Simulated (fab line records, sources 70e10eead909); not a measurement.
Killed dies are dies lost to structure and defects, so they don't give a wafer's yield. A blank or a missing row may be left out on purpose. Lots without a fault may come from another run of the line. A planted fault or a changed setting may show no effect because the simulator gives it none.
Which tool did it? | flow nand_harc | 11 lots, 33 wafers sampled, at 5 steps of a route of 1302

WHAT THE GAUGES READ, wafer by wafer
NHARC_END_SORT_01. Usual: killed_at_array 58, standard deviation 22; killed_at_other 1.0, standard deviation 1.3; killed_at_periphery 5, standard deviation 3.4; killed_dies 64, standard deviation 22; killed_open 3.6, standard deviation 1.8; killed_short 2.4, standard deviation 1.7.
lot  | measured     | on        | killed_at_array | killed_at_other | killed_at_periphery | killed_dies | killed_open | killed_short | flag
L102 | day 31 03:25 | prober-02 | 66 664 663      | 1 0 0           | 11 8 6              | 78 672 669  | 3 8 3       | 1 0 3        | OFF
L103 | day 32 06:52 | prober-01 | 60 640 657      | 4 0 3           | 4 8 1               | 68 648 661  | 4 4 1       | 3 2 2        | OFF

WHICH TOOL RAN EACH LOT (tool, then ch and the chambers of the sampled wafers, then the start)
lot  | NHARC_A_CHANNEL_HOLE_D1_ETCH_34               | NHARC_A_CHANNEL_HOLE_D1_ETCH_16               | NHARC_A_CHANNEL_HOLE_D1_ETCH_23  | NHARC_A_CHANNEL_FILL_D1_ETCHBACK_20
L986 | rie_diel-11 ch 0,1,2, day 8 21:17 or earlier  | rie_diel-11 ch 0,1,2, day 8 21:17 or earlier  | har_etch-02 ch 0,1, day 8 21:17  | rie_diel-04 ch 0,1,3, day 10 01:46
L987 | rie_diel-11 ch 1,2, day 9 13:22 or earlier    | rie_diel-11 ch 2,3, day 9 13:22 or earlier    | har_etch-02 ch 0,1, day 9 13:22  | rie_diel-12 ch 0,3, day 10 18:34
L988 | rie_diel-11 ch 0,1,2, day 9 21:47 or earlier  | rie_diel-11 ch 0,1,3, day 9 21:47 or earlier  | har_etch-02 ch 0,1, day 9 21:47  | rie_diel-06 ch 0,1,2, day 11 02:05
L989 | rie_diel-11 ch 0,1, day 10 07:09 or earlier   | rie_diel-11 ch 0,1,3, day 10 07:09 or earlier | har_etch-01 ch 0,1, day 10 07:09 | rie_diel-04 ch 0,2,3, day 11 17:16
L991 | rie_diel-02 ch 0,1,2, day 11 06:52 or earlier | rie_diel-02 ch 1,2,3, day 11 06:52 or earlier | har_etch-01 ch 0,1, day 11 06:52 | rie_diel-12 ch 0,2,3, day 12 13:41
L993 | rie_diel-11 ch 0,1,3, day 12 08:28 or earlier | rie_diel-11 ch 1,2,3, day 12 08:28 or earlier | har_etch-01 ch 0, day 12 08:28   | rie_diel-04 ch 1,2,3, day 13 14:23
L995 | rie_diel-11 ch 0,2,3, day 12 19:54 or earlier | rie_diel-11 ch 1,3, day 12 19:54 or earlier   | har_etch-01 ch 0, day 12 19:54   | rie_diel-04 ch 0,3, day 14 03:32
L997 | rie_diel-11 ch 0,2, day 13 19:53 or earlier   | rie_diel-11 ch 0,1, day 13 19:53 or earlier   | har_etch-01 ch 0,1, day 13 19:53 | rie_diel-04 ch 1,3, day 14 23:59
L102 | rie_diel-11 ch 0,1,3, day 15 18:36 or earlier | rie_diel-11 ch 1,2,3, day 15 18:36 or earlier | har_etch-02 ch 0,1, day 15 18:36 | rie_diel-04 ch 1,2, day 16 23:06
L103 | rie_diel-11 ch 1,2,3, day 16 07:01 or earlier | rie_diel-11 ch 0,1,2, day 16 07:01 or earlier | har_etch-01 ch 0,1, day 16 07:01 | rie_diel-04 ch 1,2, day 17 12:44
L108 | rie_diel-02 ch 0,1,3, day 17 22:44 or earlier | rie_diel-02 ch 1,2,3, day 17 22:44 or earlier | har_etch-01 ch 0,1, day 17 22:44 | rie_diel-06 ch 1,3, day 19 04:03
- NHARC_A_CHANNEL_HOLE_D1_ETCH_34: etches the open film in CF4/CHF3, target depth 154 nm, time 77 s.
- NHARC_A_CHANNEL_HOLE_D1_ETCH_16: etches the open film in O2/COS, target depth 3100 nm, time 806 s.
- NHARC_A_CHANNEL_HOLE_D1_ETCH_23: etches the open film in C4F8/O2/Ar, time 819 s, target depth 1600 nm.
- NHARC_A_CHANNEL_FILL_D1_ETCHBACK_20: etches the open film in C4F8/O2/Ar, target depth 27 nm, time 13.5 s.

WHAT THE TOOLS THEMSELVES READ (means of the sampled wafers that have a number; where no wafer has one, the mark that the record gives instead)
NHARC_A_CHANNEL_HOLE_D1_ETCH_34. Usual: drypump_motor_current_A 6.1 A, standard deviation 0.41; oes_product_au 0.940 a.u., standard deviation 0.024; rf_vpp_V 370.4 V, standard deviation 2.7; showerhead_plenum_p_Torr 1.57 Torr, standard deviation 0.076; throttle_valve_pct 16.802 %, standard deviation 0.011.
lot  | tool        | drypump_motor_current_A (A) | oes_product_au (a.u.) | rf_vpp_V (V) | showerhead_plenum_p_Torr (Torr) | throttle_valve_pct (%) | flag
L986 | rie_diel-11 | 6.3                         | 0.921                 | 368.9        | 1.53                            | 16.802                 |
L987 | rie_diel-11 | 6.2                         | 0.931                 | 370.1        | 1.56                            | 16.787                 |
L988 | rie_diel-11 | 6.3                         | 0.948                 | 368.9        | 1.53                            | 16.800                 |
L989 | rie_diel-11 | 6.3                         | 0.915                 | 368.4        | 1.51                            | 16.809                 |
L991 | rie_diel-02 | 6.1                         | 0.975                 | 369.5        | 1.54                            | 16.793                 |
L993 | rie_diel-11 | 6.0                         | 0.965                 | 370.6        | 1.56                            | 16.804                 |
L995 | rie_diel-11 | 6.2                         | 0.963                 | 371.9        | 1.60                            | 16.797                 |
L997 | rie_diel-11 | 6.5                         | 0.954                 | 369.5        | 1.55                            | 16.800                 |
L102 | rie_diel-11 | 6.0                         | 0.945                 | 369.7        | 1.56                            | 16.809                 |
L103 | rie_diel-11 | 6.0                         | 0.928                 | 370.0        | 1.59                            | 16.810                 |
L108 | rie_diel-02 | 6.0                         | 0.971                 | 371.6        | 1.60                            | 16.804                 |

NHARC_A_CHANNEL_HOLE_D1_ETCH_16. Usual: drypump_motor_current_A 6.1 A, standard deviation 0.42; o2_flow_sccm 400.0 sccm, standard deviation 1.1; oes_product_au 0.997 a.u., standard deviation 0.011; rf_vpp_V 314.1 V, standard deviation 2.3; showerhead_plenum_p_Torr 3.12 Torr, standard deviation 0.15; throttle_valve_pct 28.331 %, standard deviation 0.0094.
lot  | tool        | drypump_motor_current_A (A) | o2_flow_sccm (sccm) | oes_product_au (a.u.) | rf_vpp_V (V) | showerhead_plenum_p_Torr (Torr) | throttle_valve_pct (%) | flag
L986 | rie_diel-11 | 6.3                         | 399.0               | 0.997                 | 313.1        | 3.04                            | 28.336                 |
L987 | rie_diel-11 | 5.9                         | 400.1               | 1.000                 | 317.4        | 3.28                            | 28.335                 |
L988 | rie_diel-11 | 6.0                         | 400.1               | 0.984                 | 313.6        | 3.09                            | 28.339                 |
L989 | rie_diel-11 | 6.0                         | 400.8               | 0.981                 | 312.9        | 3.09                            | 28.339                 |
L991 | rie_diel-02 | 5.9                         | 399.6               | 1.006                 | 314.4        | 3.16                            | 28.326                 |
L993 | rie_diel-11 | 6.0                         | 399.3               | 0.998                 | 314.9        | 3.14                            | 28.326                 |
L995 | rie_diel-11 | 5.7                         | 400.9               | 1.008                 | 314.4        | 3.20                            | 28.332                 |
L997 | rie_diel-11 | 6.3                         | 399.9               | 0.992                 | 312.1        | 2.98                            | 28.335                 |
L102 | rie_diel-11 | 6.0                         | 399.7               | 1.005                 | 314.4        | 3.14                            | 28.336                 |
L103 | rie_diel-11 | 6.3                         | 400.2               | 0.990                 | 313.7        | 3.04                            | 28.335                 |
L108 | rie_diel-02 | 5.9                         | 400.6               | 1.009                 | 315.1        | 3.14                            | 28.325                 |

NHARC_A_CHANNEL_HOLE_D1_ETCH_23. Usual: c4f8_flow_sccm 89.25 sccm, standard deviation 0.25; drypump_motor_current_A 5.5 A, standard deviation 0.46; o2_flow_sccm 35.71 sccm, standard deviation 0.11; showerhead_plenum_p_Torr 3.64 Torr, standard deviation 0.12; temp_c -19.98 C, standard deviation 0.11; throttle_valve_pct 32.155 %, standard deviation 0.0084.
lot  | tool        | c4f8_flow_sccm (sccm) | drypump_motor_current_A (A) | o2_flow_sccm (sccm) | showerhead_plenum_p_Torr (Torr) | temp_c (C) | throttle_valve_pct (%) | flag
L986 | har_etch-02 | 89.04                 | 5.3                         | 35.68               | 3.55                            | -19.94     | 32.166                 |
L987 | har_etch-02 | 89.49                 | 5.3                         | 35.72               | 3.55                            | -20.17     | 32.160                 |
L988 | har_etch-02 | 88.93                 | 5.2                         | 35.67               | 3.65                            | -19.91     | 32.153                 |
L989 | har_etch-01 | 89.52                 | 5.6                         | 35.82               | 3.70                            | -20.07     | 32.156                 |
L991 | har_etch-01 | 89.23                 | 6.0                         | 35.68               | 3.67                            | -20.02     | 32.156                 |
L993 | har_etch-01 | 89.33                 | 5.3                         | 35.71               | 3.71                            | -20.00     | 32.157                 |
L995 | har_etch-01 | 89.34                 | 5.4                         | 35.63               | 3.71                            | -20.01     | 32.156                 |
L997 | har_etch-01 | 89.13                 | 6.0                         | 35.66               | 3.65                            | -20.07     | 32.161                 |
L102 | har_etch-02 | 89.02                 | 5.3                         | 35.78               | 3.51                            | -20.06     | 32.154                 |
L103 | har_etch-01 | 89.14                 | 5.6                         | 35.65               | 3.65                            | -19.89     | 32.150                 |
L108 | har_etch-01 | 89.14                 | 6.0                         | 35.71               | 3.61                            | -20.05     | 32.161                 |

NHARC_A_CHANNEL_FILL_D1_ETCHBACK_20. Usual: oes_product_au 0.97 a.u., standard deviation 0.036; rf_vpp_V 976 V, standard deviation 5.3; run_length_s 34.6 s, standard deviation 0.42.
lot  | tool        | oes_product_au (a.u.) | rf_vpp_V (V) | run_length_s (s) | flag
L986 | rie_diel-04 | 0.99                  | 978          | 34.4             |
L987 | rie_diel-12 | 0.91                  | 977          | 34.3             |
L988 | rie_diel-06 | 0.91                  | 972          | 34.6             |
L989 | rie_diel-04 | 1.00                  | 972          | 34.2             |
L991 | rie_diel-12 | 0.99                  | 977          | 34.2             |
L993 | rie_diel-04 | 0.99                  | 977          | 34.6             |
L995 | rie_diel-04 | 0.94                  | 973          | 34.2             |
L997 | rie_diel-04 | 0.93                  | 977          | 34.6             |
L102 | rie_diel-04 | 0.99                  | 977          | 31.2             | OFF
L103 | rie_diel-04 | 0.99                  | 982          | 31.5             | OFF
L108 | rie_diel-06 | 0.93                  | 977          | 34.5             |

THE ANSWER, worked out from the rows above alone
Rule: a lot is off if the mean of its wafers that have a number lies more than 3 standard deviations from the usual mean. A lot without any number at a reading at which 4 lots or more have one is off too. The other lots that the step has rows for count as sound. The gauges are gone through in route order, then the tools' own readings, and for those a lot's mean is taken as printed above. The first step at which some lot is off is used, and at that step the reading that is off furthest; a lot without a number counts as furthest.
Off: L102, L103, at NHARC_END_SORT_01 (killed_dies). Neither off nor sound, because the step has no rows for them: L986, L987, L988, L989, L991, L993, L995, L997, L108.
A tool fits if, at a process step before that reading, it ran every lot that is off, and no sound lot after the first of them. The gauges at NHARC_END_SORT_01 aren't tried: what is off there is off at NHARC_A_CHANNEL_FILL_D1_ETCHBACK_20 too, on other tools, and a gauge's error can't cause that. NHARC_A_CHANNEL_HOLE_D1_ETCH_34 gives no start for some lots, so the hours and the order of its lots are those of NHARC_A_CHANNEL_HOLE_D1_ETCH_23. NHARC_A_CHANNEL_HOLE_D1_ETCH_16 gives no start for some lots, so the hours and the order of its lots are those of NHARC_A_CHANNEL_HOLE_D1_ETCH_23. Can't be told from this: 2 tools fit, rie_diel-11 at NHARC_A_CHANNEL_HOLE_D1_ETCH_34 and NHARC_A_CHANNEL_HOLE_D1_ETCH_16, rie_diel-04 at NHARC_A_CHANNEL_FILL_D1_ETCHBACK_20.

WHAT THE SIMULATOR HAD PUT IN
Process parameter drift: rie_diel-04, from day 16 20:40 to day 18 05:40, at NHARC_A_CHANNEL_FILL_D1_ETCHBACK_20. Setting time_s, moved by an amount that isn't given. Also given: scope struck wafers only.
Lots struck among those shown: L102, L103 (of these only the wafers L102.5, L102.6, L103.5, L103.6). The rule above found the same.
